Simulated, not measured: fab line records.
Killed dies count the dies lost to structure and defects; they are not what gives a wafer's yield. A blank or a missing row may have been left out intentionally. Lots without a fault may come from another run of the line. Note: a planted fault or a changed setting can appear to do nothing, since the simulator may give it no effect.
fab line records	flow n5_finfet
record lots=8	wafers=24	last_day=22
route steps=1938 shown SD_EPI_P@304 SD_ACTIVATION@334 BEOL_M4@1111 PASSIVATION@1936
lots untouched by any fault: they come from a run of this same line in which no faults occurred
start_h: the number of hours between the record's first day and the start of the first shown wafer of the lot	wait_h: hours from the lot's prior step to this one	" repeats the value in the row above	L1.1+2: a row that stands for several wafers	- no value, or no start given	* or withheld: withheld	< > ~ a bound
route shown NAME@n: NAME is a module with steps in the file, n the number in the route of the first one	usual: mean and standard deviation over wafers with no fault	same: alike in all rows	chamber/n: place in a boat	sites: per-site readings	_std_site: standard deviation across them	_edge_site: inner sites' mean taken away from outer sites' mean	radius_mm: how far each site lies from the wafer's centre	mask NAME#n: copy n	behind: the tool/chamber that last shaped the wafer	hold: the reason the lot was held/the length of the hold in hours/how it ended	device: the n, p or np transistor that did not switch	end of line: tests run on the same wafers once the route is complete	a step without rows: its recipe alone	killed: the dies lost at the first sort to structure and to defects; this is not the yield of the wafer	map: a wafer's dies, marking killed ones x, the rest . and places with no die _
set.NAME: the run value of the setting; set.NAME@STEP: its run value at that earlier step	model.NAME: the simulator's own value behind a step, which no gauge read
route steps across a sampled set of lots; one table per step, one row per wafer
services: the hour from which a tool's chamber was out of use, counted from the record's first day as start_h (under 0 if before that day), plus the number of hours and why
## steps
# step N5_SD_EPI_P_OVL_MEAS_10
# recipe points_per_wafer=44
# usual SD_P_BLK_OVL=0.6/0.92
lot.wafer	tool	chamber	start_h	wait_h	SD_P_BLK_OVL[nm]
L734.4	overlay-02	0	65.23	0.0	0.1
L734.5	"	0	"	"	-0.1
L734.6	"	0	"	"	-1.0
L741.2	overlay-01	0	112.97	0.0	0.8
L741.3	"	0	"	"	0.5
L741.4	"	0	"	"	0.2
L743.1	overlay-02	0	122.29	0.0	-1.2
L743.2	"	0	"	"	0.7
L743.6	"	0	"	"	-0.7
L749.1	overlay-02	0	155.66	0.0	0.1
L749.2	"	0	"	"	0.5
L749.3	"	0	"	"	0.3
L750.1	overlay-01	0	161.56	0.0	2.0
L750.2	"	0	"	"	0.8
L750.5	"	0	"	"	0.7
L751.1	overlay-01	0	166.34	0.0	0.2
L751.4	"	0	"	"	0.0
L751.5	"	0	"	"	0.0
L753.4	overlay-02	0	180.37	0.0	0.3
L753.5	"	0	"	"	-1.0
L753.6	"	0	"	"	-0.6
L755.3	overlay-02	0	197.11	0.0	-0.4
L755.4	"	0	"	"	0.7
L755.5	"	0	"	"	-0.1
# step N5_SD_EPI_P_ETCH_36
# recipe chemistry=CF4	target=SiARC	target_depth_a=455	mask_material=CAR-ArF-block	time_s=75.8	ion_energy_ev=80	pressure_mtorr=40	source_w=545	bias_w=36	Ar_flow_sccm=100	cf4_flow_sccm=100	ends=cleared
# usual drypump_motor_current_A=5.8/0.37	etch_rf_on_time_s=75.7/1.2	oes_product_au=0.69/0.082	rf_vpp_V=184.0/1.1	showerhead_plenum_p_Torr=2.14/0.063	throttle_valve_pct=15.62/0.2
lot.wafer	tool	chamber	start_h	wait_h	drypump_motor_current_A	etch_rf_on_time_s	oes_product_au	rf_hours_counter_h	rf_vpp_V	showerhead_plenum_p_Torr	throttle_valve_pct
L734.4	rie_diel-06	1	65.32	0.0	6.3	75.5	0.58	233	183.5	2.12	16.03
L734.5	"	2	"	"	5.5	75.4	0.71	-	185.4	2.17	15.44
L734.6	"	1	"	"	6.3	75.9	0.58	-	184.6	2.12	16.03
L741.2	rie_diel-03	1	113.08	0.0	5.2	76.0	0.61	199	185.7	2.21	15.49
L741.3	"	3	"	"	6.2	74.5	0.72	74	183.3	2.08	15.37
L741.4	"	2	"	"	5.9	74.0	0.76	31	185.1	2.19	15.49
L743.1	rie_diel-06	3	122.38	0.0	5.8	77.0	0.59	214	183.5	2.03	15.49
L743.2	"	1	"	"	6.3	75.7	0.57	250	182.8	2.11	16.07
L743.6	"	1	"	"	6.3	76.1	0.57	-	183.6	2.12	16.06
L749.1	rie_diel-06	0	155.76	0.0	6.5	76.0	0.66	136	185.9	2.23	15.55
L749.2	"	3	"	"	5.8	76.3	0.60	224	182.2	2.03	15.52
L749.3	"	2	"	"	5.5	75.4	0.69	99	183.5	2.16	15.49
L750.1	rie_diel-06	1	161.72	0.0	6.3	73.6	0.85	5	183.0	2.11	15.60
L750.2	"	3	"	"	5.8	75.5	0.59	226	183.2	2.03	15.50
L750.5	"	0	"	"	6.5	75.7	0.66	-	183.5	2.23	15.55
L751.1	rie_diel-01	2	166.52	0.0	5.7	76.8	0.70	68	185.3	2.17	15.79
L751.4	"	0	"	"	5.4	74.9	0.79	9	184.2	2.11	15.52
L751.5	"	2	"	"	5.7	75.5	0.71	-	183.2	2.17	15.79
L753.4	rie_diel-06	1	180.49	0.0	6.3	74.5	0.82	12	182.3	2.11	15.58
L753.5	"	2	"	"	5.5	74.9	0.68	-	183.1	2.16	15.53
L753.6	"	3	"	"	5.8	76.0	0.59	-	182.8	2.03	15.52
L755.3	rie_diel-06	2	197.58	0.0	5.5	75.3	0.69	111	185.2	2.16	15.52
L755.4	"	1	"	"	6.3	74.4	0.80	17	181.5	2.11	15.61
L755.5	"	1	"	"	6.3	75.2	0.80	-	182.3	2.11	15.59
# step N5_SD_EPI_P_ETCHBACK_46
# recipe chemistry=CH3F/O2	mode=anisotropic_etchback	target=SiNx	target_depth_a=175	stop_on=SiO2	over_etch_frac=0.3	ion_energy_ev=120	pressure_mtorr=30	source_w=395	bias_w=73	Ar_flow_sccm=150	CH3F_flow_sccm=30	O2_flow_sccm=20
# usual drypump_motor_current_A=5.8/0.36	oes_o_777_au=0.81/0.094	oes_product_au=0.69/0.076	rf_vpp_V=296/3.7	showerhead_plenum_p_Torr=1.99/0.061	throttle_valve_pct=16.36/0.2
lot.wafer	tool	chamber	start_h	wait_h	drypump_motor_current_A	oes_o_777_au	oes_product_au	rf_hours_counter_h	rf_vpp_V	showerhead_plenum_p_Torr	throttle_valve_pct
L734.4	rie_diel-06	1	65.70	0.0	6.3	0.68	0.58	233	290	1.98	16.75
L734.5	"	2	"	"	5.5	0.85	0.72	-	298	2.03	16.22
L734.6	"	1	"	"	6.3	0.68	0.58	-	291	1.98	16.74
L741.2	rie_diel-03	1	113.46	0.0	5.2	0.71	0.61	200	301	2.07	16.18
L741.3	"	3	"	"	6.2	0.84	0.72	74	294	1.94	16.09
L741.4	"	2	"	"	5.9	0.88	0.74	31	293	2.04	16.23
L743.1	rie_diel-06	3	122.77	0.0	5.8	0.71	0.60	214	294	1.90	16.23
L743.2	"	1	"	"	6.3	0.67	0.58	250	291	1.97	16.76
L743.6	"	1	"	"	6.3	0.67	0.56	-	291	1.97	16.78
L749.1	rie_diel-06	0	156.14	0.0	6.5	0.78	0.67	136	300	2.09	16.31
L749.2	"	3	"	"	5.8	0.70	0.60	224	293	1.89	16.25
L749.3	"	2	"	"	5.5	0.82	0.69	99	295	2.03	16.28
L750.1	rie_diel-06	1	162.10	0.0	6.2	0.98	0.82	5	291	1.97	16.31
L750.2	"	3	"	"	5.8	0.70	0.59	226	293	1.89	16.25
L750.5	"	0	"	"	6.5	0.78	0.67	-	298	2.09	16.30
L751.1	rie_diel-01	2	166.90	0.0	5.7	0.81	0.70	68	302	2.03	16.49
L751.4	"	0	"	"	5.4	0.93	0.79	9	295	1.97	16.28
L751.5	"	2	"	"	5.7	0.81	0.70	-	300	2.03	16.50
L753.4	rie_diel-06	1	180.87	0.0	6.3	0.95	0.81	12	290	1.97	16.32
L753.5	"	2	"	"	5.5	0.81	0.68	-	296	2.02	16.28
L753.6	"	3	"	"	5.8	0.70	0.59	-	294	1.89	16.28
L755.3	rie_diel-06	2	197.96	0.0	5.5	0.81	0.68	112	296	2.02	16.29
L755.4	"	1	"	"	6.3	0.93	0.80	17	290	1.97	16.32
L755.5	"	1	"	"	6.3	0.93	0.79	-	290	1.97	16.33
# step N5_SD_EPI_P_PRECLEAN_33
# recipe chemistry=SC2	time_s=45	temp_c=35	mix=1:1:50
lot.wafer	tool	chamber	start_h	wait_h
L734.4+5+6	wet_bench-04	0,3,5	70.00	0.0
L741.2+3+4	wet_bench-02	1,7,5	116.72	0.0
L743.1+2+6	wet_bench-02	4,7,0	126.02	0.0
L749.1+2+3	wet_bench-02	5,3,0	159.39	0.0
L750.1+2+5	wet_bench-02	3,2,1	165.35	0.0
L751.1+4+5	wet_bench-04	4,0,3	171.01	0.0
L753.4+5+6	wet_bench-01	2,6,4	184.96	0.0
L755.3+4+5	wet_bench-04	1,2,6	201.23	0.0
# step N5_SD_EPI_P_INSPECT_26
# recipe inspect_instrument=darkfield	mode=post_epi
# usual raw_defect_count=159/33
lot.wafer	tool	chamber	start_h	wait_h	raw_defect_count
L734.4	defect_inspect-02	-	70.05	0.0	165
L734.5	"	-	"	"	183
L734.6	"	-	"	"	172
L741.2	defect_inspect-01	-	116.78	0.0	122
L741.3	"	-	"	"	150
L741.4	"	-	"	"	178
L743.1	defect_inspect-01	-	126.08	0.0	135
L743.2	"	-	"	"	153
L743.6	"	-	"	"	161
L749.1	defect_inspect-01	-	159.44	0.0	692
L749.2	"	-	"	"	751
L749.3	"	-	"	"	710
L750.1	defect_inspect-02	-	165.40	0.0	692
L750.2	"	-	"	"	702
L750.5	"	-	"	"	701
L751.1	defect_inspect-02	-	171.06	0.0	140
L751.4	"	-	"	"	217
L751.5	"	-	"	"	198
L753.4	defect_inspect-02	-	185.02	0.0	138
L753.5	"	-	"	"	157
L753.6	"	-	"	"	95
L755.3	defect_inspect-02	-	201.28	0.0	170
L755.4	"	-	"	"	142
L755.5	"	-	"	"	140
# step N5_SD_ACTIVATION_INSPECT_02
# recipe inspect_instrument=darkfield	mode=post_anneal
# usual raw_defect_count=159/31
lot.wafer	tool	chamber	start_h	wait_h	raw_defect_count
L734.4	defect_inspect-01	-	70.90	0.1	178
L734.5	"	-	"	"	191
L734.6	"	-	"	"	184
L741.2	defect_inspect-02	-	117.70	0.1	117
L741.3	"	-	"	"	150
L741.4	"	-	"	"	161
L743.1	defect_inspect-01	-	126.83	0.2	133
L743.2	"	-	"	"	154
L743.6	"	-	"	"	177
L749.1	defect_inspect-01	-	160.20	0.2	696
L749.2	"	-	"	"	739
L749.3	"	-	"	"	707
L750.1	defect_inspect-02	-	166.18	0.2	698
L750.2	"	-	"	"	681
L750.5	"	-	"	"	695
L751.1	defect_inspect-02	-	171.81	0.2	157
L751.4	"	-	"	"	215
L751.5	"	-	"	"	192
L753.4	defect_inspect-01	-	185.78	0.1	141
L753.5	"	-	"	"	158
L753.6	"	-	"	"	102
L755.3	defect_inspect-01	-	202.22	0.1	184
L755.4	"	-	"	"	146
L755.5	"	-	"	"	160
# step N5_BEOL_M4_RC_MEAS_101
# usual DIBL_N=36.3/1.1	DIBL_P=36.3/1.4	IOFF_N=0.155/0.019	IOFF_P=0.211/0.027	ION_N=672/8.5	ION_P=462/5.8	SS_N=71.5/0.56	SS_P=73.3/0.52	VT_N=249.9/2.5	VT_P=-249.8/2.8
lot.wafer	tool	chamber	start_h	wait_h	DIBL_N[mV/V]	DIBL_P[mV/V]	IOFF_N[nA/um]	IOFF_P[nA/um]	ION_N[uA/um]	ION_P[uA/um]	SS_N[mV/dec]	SS_P[mV/dec]	VT_N[mV]	VT_P[mV]
L734.4	prober-01	0	228.86	0.5	35.6	36.9	0.152	0.178	669	451	71.1	73.6	248.7	-253.7
L734.5	"	0	"	"	34.9	35.4	0.134	0.170	670	456	71.3	73.3	249.2	-252.4
L734.6	"	0	"	"	35.7	35.9	0.153	0.178	671	455	72.0	73.3	251.5	-253.4
L741.2	prober-02	0	311.20	0.2	35.9	36.0	0.138	0.162	662	451	71.5	73.4	250.9	-255.3
L741.3	"	0	"	"	35.7	35.8	0.138	0.165	671	455	71.1	72.9	253.8	-253.9
L741.4	"	0	"	"	35.2	35.6	0.128	0.158	668	456	70.8	72.3	255.3	-256.4
L743.1	prober-01	0	324.10	0.0	37.2	36.9	0.151	0.183	670	455	71.2	73.8	251.3	-253.2
L743.2	"	0	"	"	38.5	38.1	0.178	0.206	664	452	72.3	73.0	250.4	-249.8
L743.6	"	0	"	"	36.4	36.1	0.139	0.181	658	447	71.2	73.0	253.2	-252.0
L755.3	prober-02	0	364.69	0.3	37.2	36.6	0.171	0.241	678	467	72.2	73.7	251.6	-246.2
L755.4	"	0	"	"	38.7	36.8	0.196	0.250	671	461	72.8	73.2	246.3	-246.9
L755.5	"	0	"	"	37.2	35.6	0.161	0.223	674	464	71.9	73.3	247.5	-249.5
L753.4	prober-01	0	368.66	0.5	34.9	37.6	0.168	0.241	668	470	70.4	73.3	247.3	-247.3
L753.5	"	0	"	"	34.3	36.8	0.150	0.235	673	472	71.7	73.1	249.5	-244.4
L753.6	"	0	"	"	34.9	36.6	0.157	0.232	665	465	71.8	72.6	251.7	-248.7
L749.1	prober-01	0	376.28	0.0	36.3	36.6	0.168	0.226	687	470	71.9	73.7	247.1	-248.9
L749.2	"	0	"	"	36.7	36.6	0.178	0.231	688	471	71.6	74.1	243.7	-246.9
L749.3	"	0	"	"	35.7	35.8	0.158	0.221	690	471	71.9	73.8	247.6	-246.9
L750.1	prober-02	0	385.35	0.0	38.3	37.3	0.176	0.236	677	462	71.2	73.9	245.9	-248.3
L750.2	"	0	"	"	37.5	35.8	0.154	0.206	680	465	71.6	73.1	252.5	-249.6
L750.5	"	0	"	"	36.9	35.6	0.149	0.204	669	457	71.5	73.6	250.5	-249.6
L751.1	prober-02	0	391.34	0.0	36.7	36.8	0.160	0.218	677	467	71.3	73.0	248.6	-247.3
L751.4	"	0	"	"	37.0	37.5	0.168	0.219	684	468	70.9	72.6	249.9	-248.5
L751.5	"	0	"	"	35.8	35.6	0.143	0.199	665	463	71.3	73.0	249.8	-250.6
# step N5_PASSIVATION_PROBE_49
# usual defect_limited_yield=91.4/1.2	killed_at_M0_to_M3=34/10	killed_at_M4_up=14/5.1	killed_at_contacts=12/6.4	killed_at_front_end=38/9.3	killed_at_other=4/3	killed_dies=102/15	killed_on_rim=13/3.6	killed_open=67/12	killed_short=33/6.9	sort_bin_5_function=5.0/0.86	sort_bin_6_memory=3.2/0.58	sort_n_pass=1078/15	sort_yield_pct=91.4/1.2
# same gross_dies=1180	killed_at_back_side=0	sort_bin_4_leakage[%]=0	sort_bin_8_speed[%]=0
lot.wafer	tool	chamber	start_h	wait_h	defect_limited_yield[%]	killed_at_M0_to_M3	killed_at_M4_up	killed_at_contacts	killed_at_front_end	killed_at_other	killed_dies	killed_on_rim	killed_open	killed_short	sort_bin_5_function[%]	sort_bin_6_memory[%]	sort_n_pass	sort_yield_pct[%]
L743.1	prober-01	-	435.03	0.0	91.0	44	18	18	23	3	106	17	68	36	5.8	3.1	1074	91.0
L753.4	prober-01	-	475.71	0.2	92.5	30	11	18	25	5	89	9	51	37	4.1	3.1	1091	92.5
L753.5	prober-01	-	475.76	0.2	91.4	27	16	16	41	1	101	12	62	38	5.2	3.1	1079	91.4
L753.6	prober-01	-	475.81	0.3	91.0	27	12	19	44	4	106	11	68	36	4.8	3.7	1074	91.0
L749.1	prober-01	-	485.54	0.0	81.9	35	18	6	149	5	213	19	67	22	11.2	4.3	967	81.9
L749.2	prober-01	-	485.59	0.1	87.6	22	20	17	86	1	146	21	73	20	7.4	3.6	1034	87.6
L749.3	prober-01	-	485.64	0.1	84.9	17	15	2	143	1	178	26	48	26	8.7	3.9	1002	84.9
L750.1	prober-01	-	498.48	0.0	87.6	39	12	14	78	3	146	27	72	25	6.2	4.7	1034	87.6
L750.2	prober-01	-	498.53	0.1	85.3	36	13	7	117	1	174	36	71	29	8.7	3.9	1006	85.3
L750.5	prober-01	-	498.68	0.2	85.8	32	5	6	123	1	167	29	79	24	9.1	3.6	1013	85.8
# killed by level:class
L743.1 MOL_CONTACT_COAG:geometric_particle:open=16 BEOL_M0_SAQP:geometric_particle:short=16 BEOL_M0_SAQP:geometric_particle:open=12 BEOL_M4:geometric_particle:open=8 BEOL_M1:geometric_particle:open=7 BEOL_M3:geometric_particle:open=6 FIN_SAQP:geometric_particle:open=4 FIN_SAQP:geometric_particle:short=4
L753.4 MOL_CONTACT_COAG:geometric_particle:open=13 BEOL_M0_SAQP:geometric_particle:short=8 BEOL_M4:geometric_particle:open=8 GATE_CUT:geometric_particle:short=7 BEOL_M1:geometric_particle:open=7 BEOL_M3:geometric_particle:open=7 FIN_SAQP:geometric_particle:short=5 MOL_CONTACT_COAG:geometric_particle:short=5
L753.5 MOL_CONTACT_COAG:geometric_particle:open=13 FIN_SAQP:geometric_particle:short=8 STI_FIN_REVEAL:geometric_particle:open=8 BEOL_M0_SAQP:geometric_particle:open=8 BEOL_M4:geometric_particle:open=8 GATE_CUT:geometric_particle:short=6 BEOL_M0_SAQP:geometric_particle:short=6 STARTING-WAFER:geometric_particle:open=5
L753.6 MOL_CONTACT_COAG:geometric_particle:open=16 FIN_SAQP:geometric_particle:open=10 GATE_CUT:geometric_particle:short=10 BEOL_M1:geometric_particle:open=6 FIN_SAQP:geometric_particle:short=5 STI_FIN_REVEAL:geometric_particle:open=5 BEOL_M2:geometric_particle:open=5 BEOL_M3:geometric_particle:open=5
L749.1 SD_EPI_P:unspecified=116 BEOL_M4:geometric_particle:open=10 DUMMY_GATE:geometric_particle:open=7 BEOL_M3:geometric_particle:open=7 MOL_CONTACT_COAG:geometric_particle:open=6 BEOL_M0_SAQP:geometric_particle:open=5 BEOL_M0_SAQP:geometric_particle:short=5 BEOL_M0:geometric_particle:open=5
L749.2 SD_EPI_P:unspecified=52 MOL_CONTACT_COAG:geometric_particle:open=15 BEOL_M0_SAQP:geometric_particle:open=9 BEOL_M4:geometric_particle:open=9 BEOL_M2:geometric_particle:open=8 FIN_SAQP:geometric_particle:open=5 GATE_CUT:geometric_particle:open=5 STI_FIN_REVEAL:geometric_particle:open=5
L749.3 SD_EPI_P:unspecified=103 STI_FIN_REVEAL:geometric_particle:open=7 DUMMY_GATE:geometric_particle:open=7 BEOL_M4:geometric_particle:open=7 FIN_SAQP:geometric_particle:short=4 GATE_CUT:geometric_particle:open=4 GATE_CUT:geometric_particle:short=4 BEOL_M0_SAQP:geometric_particle:short=4
L750.1 SD_EPI_P:unspecified=48 BEOL_M3:geometric_particle:open=12 STI_FIN_REVEAL:geometric_particle:open=11 MOL_CONTACT_COAG:geometric_particle:open=11 BEOL_M2:geometric_particle:open=6 BEOL_M4:geometric_particle:open=6 DUMMY_GATE:geometric_particle:open=5 STI_FIN_REVEAL:geometric_particle:short=4
L750.2 SD_EPI_P:unspecified=72 STI_FIN_REVEAL:geometric_particle:open=18 BEOL_M3:geometric_particle:open=11 BEOL_M2:geometric_particle:open=10 MOL_CONTACT_COAG:geometric_particle:open=7 FIN_SAQP:geometric_particle:open=6 BEOL_M4:geometric_particle:open=6 STARTING-WAFER:geometric_particle:short=5
L750.5 SD_EPI_P:unspecified=63 STI_FIN_REVEAL:geometric_particle:open=27 BEOL_M3:geometric_particle:open=10 FIN_SAQP:geometric_particle:open=9 BEOL_M1:geometric_particle:open=8 FIN_SAQP:geometric_particle:short=6 MOL_CONTACT_COAG:geometric_particle:open=6 GATE_CUT:geometric_particle:short=3
## services
tool	chamber	start_h	hours	kind
rie_diel-01	1	48.99	5.8	repair
rie_diel-01	3	77.62	-	clean
rie_diel-01	3	77.62	-	consumable_replace:focus_ring
rie_diel-01	3	77.62	17.9	scheduled_down
rie_diel-01	3	77.62	17.9	vent_cycle
rie_diel-03	-	82.64	0.7	repair
rie_diel-03	3	106.94	1.8	repair
rie_diel-06	1	123.02	-	clean
rie_diel-06	1	123.02	-	consumable_replace:focus_ring
rie_diel-03	0	125.34	6.0	repair
rie_diel-01	0	128.42	-	clean
rie_diel-01	0	128.42	-	consumable_replace:focus_ring
rie_diel-01	0	128.42	12.2	scheduled_down
rie_diel-01	0	128.42	12.2	vent_cycle
rie_diel-01	2	154.65	6.9	repair
rie_diel-01	0	189.86	5.1	repair
## key
first_sign step=N5_SD_EPI_P_INSPECT_26	reading=raw_defect_count	direction=up	sigmas=17	usual=159	struck=708
effect step=N5_SD_ACTIVATION_INSPECT_02	reading=raw_defect_count	direction=up	sigmas=18	usual=159	struck=703
effect step=N5_PASSIVATION_PROBE_49	reading=killed_at_front_end	direction=up	sigmas=8.4	usual=38	struck=116
more_kills_born_at N5_SD_EPI_P_PRECLEAN_33@wet_bench-02=454
met_at N5_SD_EPI_P_PRECLEAN_33
struck_lots L749,L750
not_acting_at N5_SD_EPI_P_OVL_MEAS_10,N5_SD_EPI_P_ETCH_36,N5_SD_EPI_P_ETCHBACK_46
onset_between 126.02 159.39
fault kind=chamber_particle_source	tool=wet_bench-02	chamber=-	onset_h=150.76	steps=N5_SD_EPI_P_PRECLEAN_33	rate_per_visit_cm2=0.8651	end_h=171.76
